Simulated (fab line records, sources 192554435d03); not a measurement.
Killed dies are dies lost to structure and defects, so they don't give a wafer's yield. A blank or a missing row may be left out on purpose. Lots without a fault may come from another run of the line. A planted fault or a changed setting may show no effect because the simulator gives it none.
fab line records | flow n5_finfet
record lots=24 wafers=72 last_day=17
route steps=1938 shown BEOL_M7@1311 BEOL_M8@1335 BEOL_M9@1404
lots that met no fault: from a run of the same line without faults
start_h: hours from the record's first day to the start of the lot's first wafer shown | wait_h: hours since the lot's step before | " the same as in the row above | L1.1+2: a row that stands for several wafers | - no value, or no start given | * or withheld: withheld | < > ~ a bound
route shown NAME@n: a module of which the file shows steps, and the number in the route of the first | usual: mean/standard deviation of fault-free wafers | same: alike in all rows | chamber/n: place in a boat | sites: the reading at each site | _std_site: their standard deviation | _edge_site: outer sites' mean less inner sites' | radius_mm: how far each site lies from the wafer's centre | mask NAME#n: copy n | behind: the tool/chamber that last shaped the wafer | hold: why the lot was held/for how many hours/how that ended | device: the transistor (n, p or np) that didn't switch | end of line: the same wafers' tests at the end of the route | a step without rows: its recipe alone | killed: dies lost to structure and defects at the first sort, not the wafer's yield | map: a wafer's dies, x killed, . not, _ none there
set.NAME: the setting as run; set.NAME@STEP: as run at that earlier step | model.NAME: the simulator's own value behind a step, which no gauge read
steps of the route over a sample of lots; a table a step, a row a wafer
services: from which hour (start_h, from the record's first day; less than 0 if before it) a tool's chamber was out of use, for how many hours, and why
## steps
# step N5_BEOL_M7_OCD_MEAS_38
# usual trench_depth_nm=93.0/1.5
# columns lot.wafer tool chamber start_h wait_h trench_depth_nm
L074.2 ocd-01 - 181.80 - 90.5
L074.3 " - " " 91.3
L074.4 " - " " 92.6
L075.3 ocd-02 - 186.44 - 91.1
L075.5 " - " " 94.2
L075.6 " - " " 90.7
L076.2 ocd-02 - 186.52 - 92.1
L076.5 " - " " 93.5
L076.6 " - " " 92.7
L077.2 ocd-02 - 205.28 - 93.9
L077.5 " - " " 91.9
L077.6 " - " " 92.1
L078.1 ocd-01 - 213.65 - 92.9
L078.3 " - " " 90.8
L078.6 " - " " 90.8
L079.3 ocd-01 - 214.59 - 94.6
L079.5 " - " " 91.2
L079.6 " - " " 92.4
L080.1 ocd-02 - 217.55 - 94.7
L080.4 " - " " 94.4
L080.5 " - " " 94.6
L081.2 ocd-01 - 227.82 - 93.4
L081.4 " - " " 91.7
L081.6 " - " " 90.8
L083.4 ocd-02 - 231.34 - 92.9
L083.5 " - " " 92.6
L083.6 " - " " 94.5
L082.1 ocd-01 - 236.12 - 94.1
L082.2 " - " " 90.8
L082.4 " - " " 91.1
L084.3 ocd-01 - 236.53 - 93.8
L084.4 " - " " 92.7
L084.5 " - " " 91.3
L085.2 ocd-02 - 249.07 - 93.7
L085.3 " - " " 91.1
L085.6 " - " " 90.5
L086.1 ocd-02 - 257.71 - 91.7
L086.2 " - " " 92.5
L086.4 " - " " 94.1
L087.2 ocd-02 - 262.88 - 95.3
L087.3 " - " " 94.7
L087.6 " - " " 95.8
L088.1 ocd-02 - 270.49 - 91.3
L088.2 " - " " 95.1
L088.4 " - " " 94.4
L090.1 ocd-02 - 270.66 - 94.3
L090.4 " - " " 90.7
L090.6 " - " " 93.0
L091.1 ocd-01 - 277.65 - 91.5
L091.3 " - " " 94.6
L091.4 " - " " 91.5
L089.1 ocd-01 - 279.95 - 96.1
L089.4 " - " " 93.2
L089.6 " - " " 92.9
L092.2 ocd-02 - 284.52 - 91.7
L092.4 " - " " 93.6
L092.6 " - " " 91.5
L093.1 ocd-01 - 293.71 - 94.6
L093.5 " - " " 91.5
L093.6 " - " " 94.8
L094.2 ocd-01 - 296.74 - 94.8
L094.3 " - " " 91.9
L094.5 " - " " 94.1
L095.1 ocd-02 - 302.23 - 96.1
L095.2 " - " " 93.6
L095.4 " - " " 92.9
L096.2 ocd-01 - 320.74 - 94.0
L096.3 " - " " 91.4
L096.4 " - " " 93.3
L097.2 ocd-01 - 330.91 - 93.9
L097.3 " - " " 94.5
L097.6 " - " " 94.7
# step N5_BEOL_M8_PECVD_70
# recipe material=SiO2 target_thk_a=200 temp_c=400 precursor=TEOS/O2 pressure_torr=5.5 rf_w=450 teos_flow_sccm=53.8 gas=O2 flow_sccm=3000 time_s=22.7
# usual heater_power_outer_w=424/65 heater_power_w=731/100 showerhead_plenum_p_Torr=8.75/0.034 susceptor_temp_C=399.99/0.25 throttle_valve_pct=22.7/1.4
# columns lot.wafer tool chamber start_h wait_h heater_power_outer_w heater_power_w showerhead_plenum_p_Torr susceptor_temp_C throttle_valve_pct
L074.2 pecvd-01 1 185.11 0.0 369 664 8.73 400.15 24.6
L074.3 " 2 " " 348 576 8.77 400.20 20.5
L074.4 " 0 " " 484 801 8.77 400.39 22.1
L075.3 pecvd-02 2 189.67 0.1 400 603 8.78 400.25 22.7
L075.5 " 1 " " 432 793 8.85 400.28 23.4
L075.6 " 2 " " 395 614 8.79 400.42 23.3
L076.2 pecvd-01 2 189.93 0.0 332 569 8.79 399.88 20.6
L076.5 " 2 " " 319 567 8.79 400.07 20.4
L076.6 " 0 " " 420 720 8.78 400.01 22.1
L077.2 pecvd-03 0 209.88 0.0 497 832 8.74 400.57 23.4
L077.5 " 0 " " 497 826 8.76 400.72 23.3
L077.6 " 2 " " 427 757 8.73 399.80 21.8
L078.1 pecvd-03 2 218.00 0.0 351 646 8.71 400.10 21.8
L078.3 " 1 " " 498 822 8.75 400.14 23.2
L078.6 " 0 " " 532 901 8.75 399.74 23.2
L079.3 pecvd-03 0 219.57 0.0 434 781 8.75 400.45 23.2
L079.5 " 1 " " 381 701 8.73 400.24 23.3
L079.6 " 0 " " 442 777 8.75 400.27 23.3
L080.1 pecvd-03 2 220.94 0.0 415 717 8.71 400.13 21.8
L080.4 " 1 " " 438 792 8.76 400.03 23.1
L080.5 " 0 " " 546 871 8.76 399.93 23.5
L081.2 pecvd-03 2 232.16 0.0 424 735 8.74 400.04 21.6
L081.4 " 2 " " 424 720 8.70 399.89 21.8
L081.6 " 1 " " 466 830 8.75 400.30 22.8
L083.4 pecvd-01 2 234.90 0.1 332 587 8.78 399.99 20.1
L083.5 " 1 " " 335 606 8.71 399.98 24.7
L083.6 " 0 " " 504 817 8.80 399.54 22.5
L082.1 pecvd-01 1 238.99 0.0 409 707 8.74 399.78 24.8
L082.2 " 2 " " 384 655 8.79 400.50 20.4
L082.4 " 0 " " 540 870 8.76 400.00 22.5
L084.3 pecvd-03 2 239.98 0.0 380 681 8.72 400.15 21.7
L084.4 " 2 " " 385 690 8.73 399.96 21.6
L084.5 " 1 " " 503 838 8.71 399.94 23.1
L085.2 pecvd-03 0 252.36 0.0 459 798 8.72 399.67 23.6
L085.3 " 1 " " 496 843 8.72 399.73 23.3
L085.6 " 1 " " 490 842 8.74 399.79 23.5
L086.1 pecvd-03 2 261.27 0.0 414 727 8.74 400.60 21.8
L086.2 " 0 " " 467 791 8.75 399.91 23.4
L086.4 " 0 " " 461 818 8.74 399.82 23.5
L087.2 pecvd-02 1 265.99 0.0 496 834 8.83 399.86 23.2
L087.3 " 2 " " 424 664 8.79 399.64 20.5
L087.6 " 0 " " 375 681 8.72 399.67 22.4
L088.1 pecvd-01 1 274.45 0.0 361 650 8.75 400.02 25.0
L088.2 " 2 " " 330 583 8.76 399.80 20.8
L088.4 " 0 " " 469 763 8.77 399.65 22.5
L090.1 pecvd-01 2 275.21 0.0 361 617 8.79 399.97 20.7
L090.4 " 1 " " 346 625 8.74 400.15 24.9
L090.6 " 0 " " 526 884 8.78 399.89 22.6
L091.1 pecvd-01 1 282.05 0.0 363 646 8.73 399.74 25.1
L091.3 " 2 " " 385 659 8.80 400.22 20.5
L091.4 " 1 " " 369 637 8.77 400.21 25.0
L089.1 pecvd-03 1 284.16 0.0 393 724 8.73 399.73 23.3
L089.4 " 2 " " 380 667 8.72 400.51 21.8
L089.6 " 0 " " 506 840 8.76 399.74 23.2
L092.2 pecvd-01 2 289.46 0.0 329 572 8.77 399.73 20.6
L092.4 " 1 " " 398 651 8.74 399.54 25.1
L092.6 " 0 " " 496 836 8.77 400.16 22.4
L093.1 pecvd-01 0 296.71 0.0 528 843 8.76 399.64 22.7
L093.5 " 2 " " 373 636 8.79 400.15 20.6
L093.6 " 1 " " 369 657 8.73 399.82 24.9
L094.2 pecvd-01 0 300.19 0.0 497 830 8.77 399.89 22.7
L094.3 " 1 " " 331 617 8.73 399.64 24.8
L094.5 " 1 " " 331 611 8.73 399.90 25.0
L095.1 pecvd-02 1 305.24 0.0 427 776 8.83 400.01 23.3
L095.2 " 2 " " 369 612 8.78 399.94 20.7
L095.4 " 0 " " 459 779 8.69 400.13 22.5
L096.2 pecvd-03 1 324.51 0.0 480 841 8.75 400.05 23.5
L096.3 " 0 " " 497 848 8.72 399.78 23.2
L096.4 " 2 " " 380 679 8.75 399.70 22.0
L097.2 pecvd-01 0 334.21 0.0 480 820 8.77 399.75 22.9
L097.3 " 2 " " 323 583 8.77 400.08 20.5
L097.6 " 1 " " 408 724 8.76 400.10 24.7
# step N5_BEOL_M8_HM_DEP_02
# recipe material=TiN target_thk_a=200 temp_c=25 chamber_pressure_pa=0.49996
# usual susceptor_temp_C=25.00/0.11 throttle_valve_pct=29.5/1.2
# columns lot.wafer tool chamber start_h wait_h susceptor_temp_C throttle_valve_pct
L074.2 pvd_sputter-02 - 186.80 1.7 25.05 28.7
L074.3 " - " " 25.05 28.8
L074.4 " - " " 24.96 30.7
L075.3 pvd_sputter-03 - 190.44 0.7 24.97 29.6
L075.5 " - " " 24.78 29.9
L075.6 " - " " 24.94 28.7
L076.2 pvd_sputter-02 - 191.46 1.5 25.03 28.6
L076.5 " - " " 24.93 28.9
L076.6 " - " " 25.13 28.3
L077.2 pvd_sputter-01 - 211.69 1.8 25.07 29.6
L077.5 " - " " 25.02 28.9
L077.6 " - " " 25.03 29.6
L078.1 pvd_sputter-01 - 218.65 0.6 24.98 28.9
L078.3 " - " " 24.92 30.6
L078.6 " - " " 24.89 28.0
L079.3 pvd_sputter-01 - 221.87 2.3 25.03 27.8
L079.5 " - " " 25.01 30.5
L079.6 " - " " 24.87 27.6
L080.1 pvd_sputter-02 - 222.08 1.1 24.99 30.8
L080.4 " - " " 25.17 29.1
L080.5 " - " " 25.19 28.7
L081.2 pvd_sputter-03 - 232.53 0.4 25.21 29.6
L081.4 " - " " 25.06 32.1
L081.6 " - " " 25.16 28.7
L083.4 pvd_sputter-03 - 235.85 0.9 24.91 29.7
L083.5 " - " " 24.91 32.1
L083.6 " - " " 24.97 29.6
L082.1 pvd_sputter-01 - 240.87 1.9 25.04 28.9
L082.2 " - " " 24.87 30.7
L082.4 " - " " 24.95 29.5
L084.3 pvd_sputter-01 - 241.55 1.5 24.81 27.7
L084.4 " - " " 25.26 29.8
L084.5 " - " " 25.06 27.7
L085.2 pvd_sputter-02 - 252.86 0.5 25.11 29.0
L085.3 " - " " 25.08 28.3
L085.6 " - " " 25.03 30.7
L086.1 pvd_sputter-02 - 262.79 1.5 24.96 28.8
L086.2 " - " " 25.00 28.8
L086.4 " - " " 24.90 31.0
L087.2 pvd_sputter-01 - 267.14 1.1 25.01 30.6
L087.3 " - " " 24.89 28.0
L087.6 " - " " 25.05 29.0
L088.1 pvd_sputter-03 - 274.68 0.2 24.91 29.3
L088.2 " - " " 25.19 28.5
L088.4 " - " " 25.09 29.8
L090.1 pvd_sputter-01 - 275.27 0.0 25.16 29.6
L090.4 " - " " 25.07 30.7
L090.6 " - " " 24.96 29.8
L091.1 pvd_sputter-02 - 283.16 1.1 25.05 31.0
L091.3 " - " " 25.06 29.2
L091.4 " - " " 25.02 28.6
L089.1 pvd_sputter-03 - 285.52 1.3 24.97 29.5
L089.4 " - " " 25.12 28.7
L089.6 " - " " 24.83 32.1
L092.2 pvd_sputter-02 - 290.49 1.0 24.97 30.8
L092.4 " - " " 24.90 28.4
L092.6 " - " " 24.83 28.8
L093.1 pvd_sputter-03 - 297.83 1.1 25.02 28.8
L093.5 " - " " 25.07 28.8
L093.6 " - " " 25.16 32.2
L094.2 pvd_sputter-01 - 300.35 0.1 25.02 30.5
L094.3 " - " " 25.08 28.7
L094.5 " - " " 24.87 29.3
L095.1 pvd_sputter-01 - 306.10 0.8 25.10 28.7
L095.2 " - " " 24.98 29.4
L095.4 " - " " 25.00 30.8
L096.2 pvd_sputter-03 - 325.01 0.5 25.15 32.2
L096.3 " - " " 24.91 29.8
L096.4 " - " " 25.10 32.0
L097.2 pvd_sputter-03 - 334.95 0.7 25.10 28.8
L097.3 " - " " 25.16 30.0
L097.6 " - " " 25.07 29.7
# step N5_BEOL_M8_ALD_77
# recipe material=TaN target_thk_a=20 temp_c=275 ald_precursor_family=PDMAT ald_co_reactant=NH3 pressure_torr=3 carrier_flow_sccm=1500 pulse_time_s=2 purge_time_s=3 co_reactant_purge_time_s=2 co_reactant_pulse_time_s=3 ald_cycles=40 precursor_vessel_temp_c=75 precursor_vessel_pressure_torr=26.25 precursor_vessel_carrier_sccm=1000
# usual heater_power_outer_w=221/17 heater_power_w=407/35 mfc_carrier_sccm=1500/4.4 susceptor_temp_C=274.98/0.2
# columns lot.wafer tool chamber start_h wait_h heater_power_outer_w heater_power_w mfc_carrier_sccm susceptor_temp_C
L074.2 ald_metal-02 2 190.40 0.1 209 379 1508 275.11
L074.3 " 1 " " 219 403 1499 274.98
L074.4 " 0 " " 198 374 1492 274.79
L076.2 ald_metal-02 0 194.60 0.1 198 373 1496 274.97
L076.5 " 2 " " 200 373 1505 274.78
L076.6 " 3 " " 227 422 1502 274.93
L075.3 ald_metal-04 2 194.72 0.1 222 403 1499 275.08
L075.5 " 1 " " 229 414 1503 274.77
L075.6 " 0 " " 207 362 1508 275.06
L077.2 ald_metal-02 1 214.52 0.1 220 393 1496 275.00
L077.5 " 1 " " 222 397 1502 275.06
L077.6 " 3 " " 227 408 1498 275.26
L078.1 ald_metal-04 3 222.94 0.1 204 354 1503 274.99
L078.3 " 1 " " 227 414 1492 275.30
L078.6 " 3 " " 205 351 1497 274.82
L079.3 ald_metal-02 3 224.83 0.1 227 423 1495 274.78
L079.5 " 3 " " 232 422 1504 275.01
L079.6 " 1 " " 220 401 1496 274.78
L080.1 ald_metal-02 0 225.32 0.0 194 379 1498 274.87
L080.4 " 0 " " 199 379 1500 274.77
L080.5 " 1 " " 221 396 1502 275.06
L081.2 ald_metal-01 1 235.80 0.0 258 477 1499 274.90
L081.4 " 3 " " 230 434 1494 274.88
L081.6 " 1 " " 255 481 1503 274.94
L083.4 ald_metal-04 0 241.22 0.0 204 363 1499 275.05
L083.5 " 1 " " 223 418 1492 275.17
L083.6 " 2 " " 230 399 1504 274.80
L082.1 ald_metal-01 1 245.43 0.0 255 472 1496 275.06
L082.2 " 0 " " 224 432 1499 274.78
L082.4 " 0 " " 224 435 1498 274.96
L084.3 ald_metal-02 2 245.94 0.1 209 371 1497 274.58
L084.4 " 1 " " 218 393 1501 274.64
L084.5 " 3 " " 221 410 1495 274.82
L085.2 ald_metal-01 0 258.92 0.0 223 430 1501 274.95
L085.3 " 3 " " 227 435 1494 275.45
L085.6 " 0 " " 227 432 1499 274.94
L086.1 ald_metal-01 0 265.78 0.1 230 430 1505 274.79
L086.2 " 1 " " 260 477 1500 275.30
L086.4 " 0 " " 227 442 1504 275.08
L087.2 ald_metal-01 0 271.46 0.0 225 436 1499 274.65
L087.3 " 1 " " 256 469 1503 275.12
L087.6 " 3 " " 227 430 1507 275.09
L088.1 ald_metal-02 2 278.48 0.1 212 379 1507 275.10
L088.2 " 0 " " 195 394 1505 274.95
L088.4 " 3 " " 225 417 1502 275.18
L090.1 ald_metal-04 1 278.56 0.1 227 418 1497 274.79
L090.4 " 2 " " 227 400 1504 275.19
L090.6 " 3 " " 206 361 1501 274.79
L091.1 ald_metal-04 2 287.21 0.0 225 420 1500 275.09
L091.3 " 1 " " 230 403 1498 275.29
L091.4 " 0 " " 197 360 1510 274.95
L089.1 ald_metal-04 0 288.41 0.3 199 363 1501 275.03
L089.4 " 2 " " 222 406 1498 274.78
L089.6 " 3 " " 203 352 1496 274.78
L092.2 ald_metal-02 2 294.71 0.1 212 381 1492 274.77
L092.4 " 3 " " 229 412 1499 274.98
L092.6 " 2 " " 209 359 1501 274.62
L093.1 ald_metal-01 1 300.64 0.1 260 469 1496 274.86
L093.5 " 0 " " 226 437 1506 275.15
L093.6 " 1 " " 252 466 1489 275.17
L094.2 ald_metal-04 3 303.37 0.0 202 353 1503 275.19
L094.3 " 1 " " 230 413 1500 274.85
L094.5 " 1 " " 220 401 1504 274.96
L095.1 ald_metal-01 3 309.19 0.0 232 428 1498 274.61
L095.2 " 0 " " 229 438 1493 274.99
L095.4 " 1 " " 255 471 1496 275.08
L096.2 ald_metal-04 3 328.53 0.1 201 360 1495 274.93
L096.3 " 0 " " 204 360 1496 274.81
L096.4 " 1 " " 219 409 1498 275.21
L097.2 ald_metal-04 2 338.53 0.1 229 401 1495 274.98
L097.3 " 3 " " 207 352 1498 274.74
L097.6 " 1 " " 228 411 1499 275.05
# step N5_BEOL_M9_PECVD_70
# recipe material=SiO2 target_thk_a=200 temp_c=400 precursor=TEOS/O2 pressure_torr=5.5 rf_w=450 teos_flow_sccm=53.8 gas=O2 flow_sccm=3000 time_s=22.7
# usual heater_power_outer_w=447/59 heater_power_w=755/82 showerhead_plenum_p_Torr=8.74/0.045 susceptor_temp_C=400.00/0.22 throttle_valve_pct=22.9/1.6
# columns lot.wafer tool chamber start_h wait_h heater_power_outer_w heater_power_w showerhead_plenum_p_Torr susceptor_temp_C throttle_valve_pct
L074.2 pecvd-04 0 192.61 0.0 409 650 8.65 399.68 22.4
L074.3 " 2 " " 452 778 8.72 400.16 20.6
L074.4 " 1 " " 555 864 8.81 400.29 25.9
L076.2 pecvd-04 2 196.91 0.0 430 750 8.75 400.00 20.7
L076.5 " 1 " " 543 826 8.77 400.00 25.8
L076.6 " 0 " " 417 685 8.66 400.04 22.5
L075.3 pecvd-04 1 197.70 0.0 529 799 8.78 399.93 25.7
L075.5 " 1 " " 499 811 8.81 399.97 25.5
L075.6 " 0 " " 435 695 8.65 399.94 22.6
L077.2 pecvd-01 0 217.43 0.0 512 836 8.77 399.89 22.3
L077.5 " 2 " " 381 642 8.79 399.92 20.6
L077.6 " 0 " " 513 831 8.80 399.96 22.6
L078.1 pecvd-03 1 226.80 0.0 496 871 8.72 399.80 23.4
L078.3 " 2 " " 328 586 8.72 400.26 21.9
L078.6 " 0 " " 477 829 8.73 400.69 23.4
L079.3 pecvd-03 0 227.13 0.0 501 842 8.73 400.23 23.1
L079.5 " 1 " " 479 839 8.72 400.37 23.2
L079.6 " 2 " " 412 712 8.72 400.03 21.9
L080.1 pecvd-04 0 227.68 0.0 431 688 8.64 399.86 22.6
L080.4 " 2 " " 461 765 8.73 400.13 20.5
L080.5 " 1 " " 551 876 8.82 400.18 25.7
L081.2 pecvd-03 2 239.91 0.0 414 703 8.70 400.26 21.7
L081.4 " 2 " " 393 713 8.74 399.91 21.8
L081.6 " 1 " " 474 816 8.76 399.76 23.4
L083.4 pecvd-04 1 244.26 0.1 472 755 8.81 399.84 25.7
L083.5 " 0 " " 416 695 8.65 399.90 22.5
L083.6 " 2 " " 439 768 8.72 399.85 20.6
L082.1 pecvd-01 0 247.76 0.0 534 868 8.77 400.48 22.7
L082.2 " 1 " " 396 674 8.74 400.10 24.8
L082.4 " 0 " " 517 860 8.80 400.09 22.4
L084.3 pecvd-03 2 248.08 0.0 348 635 8.73 400.02 21.7
L084.4 " 1 " " 482 834 8.74 400.24 23.3
L084.5 " 0 " " 477 849 8.70 400.18 23.4
L085.2 pecvd-03 2 261.39 0.0 417 721 8.73 399.75 21.7
L085.3 " 0 " " 472 840 8.75 399.85 23.3
L085.6 " 2 " " 411 722 8.74 399.64 21.7
L086.1 pecvd-03 0 268.42 0.0 430 758 8.73 399.81 23.5
L086.2 " 1 " " 475 816 8.73 400.33 23.4
L086.4 " 1 " " 467 807 8.76 400.05 23.3
L087.2 pecvd-03 2 273.98 0.0 354 625 8.71 399.88 21.7
L087.3 " 0 " " 438 782 8.74 399.83 23.1
L087.6 " 0 " " 447 761 8.75 400.05 23.1
L088.1 pecvd-03 1 281.31 0.0 419 789 8.76 400.21 23.5
L088.2 " 2 " " 398 719 8.72 400.10 21.8
L088.4 " 2 " " 410 720 8.71 399.96 21.7
L090.1 pecvd-01 0 281.58 0.0 540 884 8.78 399.73 22.7
L090.4 " 2 " " 344 601 8.78 399.63 20.7
L090.6 " 1 " " 420 702 8.74 399.99 25.0
L091.1 pecvd-03 0 289.82 0.0 523 888 8.76 400.01 23.4
L091.3 " 2 " " 405 718 8.72 399.72 22.0
L091.4 " 2 " " 426 723 8.73 399.99 21.9
L089.1 pecvd-03 1 291.35 0.0 485 844 8.74 399.96 23.3
L089.4 " 2 " " 392 701 8.73 399.80 22.0
L089.6 " 0 " " 460 767 8.75 400.18 23.3
L092.2 pecvd-03 2 297.56 0.0 409 718 8.72 400.03 21.9
L092.4 " 0 " " 529 858 8.76 399.87 23.5
L092.6 " 2 " " 419 727 8.73 400.03 22.1
L093.1 pecvd-04 0 302.95 0.0 409 669 8.66 400.23 22.6
L093.5 " 1 " " 540 815 8.82 399.89 25.6
L093.6 " 0 " " 416 674 8.64 400.37 22.8
L094.2 pecvd-04 0 306.02 0.0 359 597 8.66 400.48 22.9
L094.3 " 1 " " 521 805 8.79 399.80 25.8
L094.5 " 1 " " 529 807 8.81 400.04 25.8
L095.1 pecvd-04 2 311.90 0.0 379 685 8.73 400.23 20.6
L095.2 " 1 " " 545 859 8.80 399.77 25.7
L095.4 " 2 " " 394 697 8.72 400.32 20.9
L096.2 pecvd-04 1 330.89 0.0 555 861 8.82 400.31 25.7
L096.3 " 2 " " 429 761 8.73 399.68 20.8
L096.4 " 0 " " 429 710 8.66 400.16 22.7
L097.2 pecvd-04 2 340.72 0.0 404 687 8.73 400.18 20.9
L097.3 " 0 " " 426 695 8.65 399.91 22.9
L097.6 " 2 " " 394 722 8.74 400.22 20.7
# step N5_BEOL_M9_STRIP_19
# recipe chemistry=O2 power_w=400 temp_c=40 pressure_mtorr=30 rf_frequency_hz=6e+07 bias_power_w=0 overash_fraction=0.2 o2_flow_sccm=225
# usual drypump_motor_current_A=5.6/0.51 oes_product_au=0.79/0.088 rf_vpp_V=3.7/0.57 showerhead_plenum_p_Torr=2.09/0.077 throttle_valve_pct=16.67/0.2
# columns lot.wafer tool chamber start_h wait_h drypump_motor_current_A oes_product_au rf_hours_counter_h rf_vpp_V showerhead_plenum_p_Torr throttle_valve_pct
L074.2 rie_diel-03 1 195.58 0.1 6.1 0.89 46 3.6 2.04 16.48
L074.3 " 3 " " 5.4 0.69 235 3.5 2.17 16.80
L074.4 " 2 " " 5.1 0.75 162 4.3 2.02 16.73
L076.2 rie_diel-03 1 200.30 0.1 6.1 0.89 47 5.1 2.04 16.47
L076.5 " 3 " " 5.4 0.70 - 4.2 2.17 16.84
L076.6 " 2 " " 5.1 0.75 - 3.7 2.02 16.72
L075.3 rie_diel-01 1 200.95 0.1 5.8 0.85 47 3.7 2.14 16.71
L075.5 " 0 " " 4.9 0.86 - 3.3 2.12 16.69
L075.6 " 3 " " 5.3 0.68 - 3.5 1.99 16.67
L077.2 rie_diel-05 0 218.90 0.1 5.6 0.77 130 4.6 1.95 16.72
L077.5 " 1 " " 6.1 0.82 - 4.1 2.21 16.42
L077.6 " 0 " " 5.7 0.77 - 4.1 1.95 16.74
L078.1 rie_diel-01 3 228.58 0.1 5.3 0.68 217 3.7 1.98 16.67
L078.3 " 1 " " 5.8 0.83 57 3.9 2.14 16.72
L078.6 " 3 " " 5.4 0.67 - 3.2 1.98 16.68
L079.3 rie_diel-01 2 228.88 0.1 5.0 0.67 249 4.1 2.05 17.11
L079.5 " 1 " " 5.7 0.83 - 3.8 2.14 16.74
L079.6 " 2 " " 5.0 0.68 - 3.9 2.05 17.13
L080.1 rie_diel-05 3 229.03 0.1 5.7 0.70 224 4.5 2.18 16.57
L080.4 " 1 " " 6.1 0.81 73 3.5 2.20 16.42
L080.5 " 3 " " 5.8 0.70 - 2.1 2.18 16.57
L081.2 rie_diel-03 0 242.34 0.1 5.9 0.72 181 3.6 2.10 16.87
L081.4 " 2 " " 5.1 0.74 177 3.8 2.01 16.75
L081.6 " 3 " " 5.4 0.69 - 3.5 2.17 16.84
L083.4 rie_diel-01 0 245.86 0.1 4.9 0.84 82 3.8 2.12 16.70
L083.5 " 1 " " 5.8 0.83 - 4.0 2.14 16.76
L083.6 " 0 " " 4.9 0.83 - 3.4 2.12 16.71
L082.1 rie_diel-05 3 250.42 0.1 5.8 0.69 232 2.7 2.18 16.59
L082.2 " 1 " " 6.1 0.80 79 3.5 2.20 16.44
L082.4 " 0 " " 5.6 0.75 141 4.4 1.95 16.75
L084.3 rie_diel-05 2 250.58 0.1 6.7 0.79 123 4.1 2.20 16.30
L084.4 " 0 " " 5.6 0.76 141 3.5 1.95 16.77
L084.5 " 1 " " 6.1 0.81 - 3.5 2.20 16.42
L085.2 rie_diel-01 2 263.86 0.1 5.0 1.00 5 3.3 2.04 16.66
L085.3 " 0 " " 4.9 0.83 87 4.1 2.12 16.72
L085.6 " 0 " " 4.9 0.83 - 3.0 2.12 16.71
L086.1 rie_diel-05 1 270.98 0.1 6.1 0.79 85 4.0 2.20 16.43
L086.2 " 0 " " 5.6 0.74 146 3.3 1.95 16.76
L086.4 " 2 " " 6.7 0.78 129 3.0 2.19 16.31
L087.2 rie_diel-03 1 275.22 0.1 6.1 0.86 73 3.1 2.03 16.54
L087.3 " 0 " " 5.9 0.71 192 3.3 2.09 16.91
L087.6 " 3 " " 5.4 0.98 - 3.3 2.17 16.34
L088.1 rie_diel-03 3 283.49 0.1 5.4 0.96 5 2.9 2.17 16.34
L088.2 " 0 " " 5.9 0.70 196 3.9 2.09 16.93
L088.4 " 1 " " 6.1 0.86 76 3.5 2.03 16.51
L090.1 rie_diel-01 0 283.82 0.1 4.9 0.82 93 3.9 2.11 16.72
L090.4 " 3 " " 5.4 0.66 236 4.1 1.98 16.69
L090.6 " 2 " " 5.0 0.96 - 4.7 2.04 16.67
L091.1 rie_diel-01 3 291.83 0.1 5.3 0.67 238 4.6 1.98 16.70
L091.3 " 1 " " 5.8 0.80 79 2.6 2.13 16.77
L091.4 " 2 " " 5.0 0.95 15 4.1 2.04 16.65
L089.1 rie_diel-01 1 293.05 0.1 5.8 0.81 79 4.4 2.13 16.77
L089.4 " 3 " " 5.3 0.67 238 4.3 1.98 16.73
L089.6 " 1 " " 5.8 0.81 - 4.5 2.13 16.78
L092.2 rie_diel-03 1 299.35 0.2 6.1 0.85 81 3.5 2.03 16.52
L092.4 " 3 " " 5.4 0.94 10 4.4 2.16 16.36
L092.6 " 1 " " 6.1 0.84 - 2.8 2.03 16.55
L093.1 rie_diel-03 3 304.45 0.1 5.4 0.93 12 3.3 2.16 16.37
L093.5 " 3 " " 5.4 0.93 - 4.2 2.16 16.33
L093.6 " 2 " " 5.1 0.73 - 4.5 2.01 16.79
L094.2 rie_diel-01 3 307.49 0.1 5.3 0.67 243 3.3 1.98 16.76
L094.3 " 1 " " 5.8 0.81 83 3.7 2.13 16.77
L094.5 " 3 " " 5.3 0.66 - 5.0 1.98 16.72
L095.1 rie_diel-03 2 313.25 0.1 5.1 0.73 202 2.7 2.00 16.80
L095.2 " 1 " " 6.1 0.84 86 2.7 2.03 16.55
L095.4 " 3 " " 5.4 0.93 15 4.0 2.16 16.38
L096.2 rie_diel-05 0 333.07 0.3 5.6 0.72 168 3.2 1.94 16.80
L096.3 " 2 " " 6.7 0.77 151 3.2 2.19 16.35
L096.4 " 3 " " 5.7 0.94 2 3.1 2.17 16.19
L097.2 rie_diel-01 0 342.49 0.1 4.9 0.80 115 5.0 2.11 16.76
L097.3 " 1 " " 5.8 0.79 95 3.5 2.12 16.79
L097.6 " 2 " " 5.0 0.91 - 3.6 2.03 16.70
## services
# columns tool chamber start_h hours kind
pecvd-04 - 166.30 2.6 repair
pecvd-03 - 171.75 3.1 repair
ald_metal-01 - 179.35 1.5 repair
pecvd-02 0 180.51 9.0 repair
rie_diel-03 0 181.89 7.9 repair
pecvd-01 - 191.75 2.8 pm
pecvd-03 1 206.10 6.1 repair
ald_metal-02 2 210.29 17.6 repair
rie_diel-01 3 211.88 14.8 repair
ald_metal-01 - 212.20 1.2 pm
ald_metal-01 2 218.57 58.5 repair
rie_diel-03 3 232.01 2.0 repair
pecvd-04 - 238.23 0.5 repair
pecvd-04 0 251.52 12.3 repair
rie_diel-03 3 266.40 4.3 repair
pecvd-03 - 271.33 1.2 repair
ald_metal-01 - 275.39 2.8 pm
pvd_sputter-02 - 284.61 5.1 repair
rie_diel-05 3 288.80 4.2 repair
rie_diel-03 0 289.36 5.6 repair
pecvd-01 - 306.51 1.0 repair
pecvd-04 - 323.14 1.8 repair
rie_diel-01 1 326.54 5.2 repair
ald_metal-02 - 337.25 14.0 pm
## key
fault none
